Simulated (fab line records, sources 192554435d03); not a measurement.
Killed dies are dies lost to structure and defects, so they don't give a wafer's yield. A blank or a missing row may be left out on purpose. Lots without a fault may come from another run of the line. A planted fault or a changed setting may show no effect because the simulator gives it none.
Chamber matching | flow n5_finfet | N5_SD_EPI_P_DESCUM_14 on rie_diel-06: 4 sister chambers
The step chemistry O2, time 7.9 s. 4 wafers are shown with their chamber, then 8 later ones without.

WAFERS WITH THEIR CHAMBER
wafer  | chamber | showerhead_plenum_p_Torr (Torr)
L081.6 | 3       | 1.99
L087.5 | 1       | 2.14
L087.6 | 0       | 2.14
L091.3 | 2       | 2.20

WAFERS WITHOUT THEIR CHAMBER
wafer  | showerhead_plenum_p_Torr (Torr)
L091.4 | 1.99
L091.5 | 2.14
L096.1 | 2.20
L096.2 | 2.13
L096.3 | 2.13
L097.2 | 2.13
L097.4 | 2.13
L097.6 | 1.98

WHICH CHAMBER EACH WENT THROUGH
wafer  | from the rows above     | in truth
L091.4 | 3                       | 3
L091.5 | can't be placed: 0 or 1 | 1
L096.1 | 2                       | 2
L096.2 | can't be placed: 0 or 1 | 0
L096.3 | can't be placed: 0 or 1 | 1
L097.2 | can't be placed: 0 or 1 | 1
L097.4 | can't be placed: 0 or 1 | 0
L097.6 | 3                       | 3
Placed correctly: 3 of 8. Can't be placed from these rows: 5 (the true chamber is among the candidates in 5). Placed wrongly: 0.
How it was worked out, from the rows above alone: a wafer's distance from a chamber is the root of the sum, over the readings, of the square of ((its reading less the chamber's mean) divided by the reading's scatter). The wafer belongs to the nearest chamber; if the next one is less than 2 further off, it can't be placed. A chamber's mean is the mean of its shown wafers. The scatter: with one shown wafer a chamber, the root of the mean of the squares of how far each hidden wafer lies from its nearest shown one.
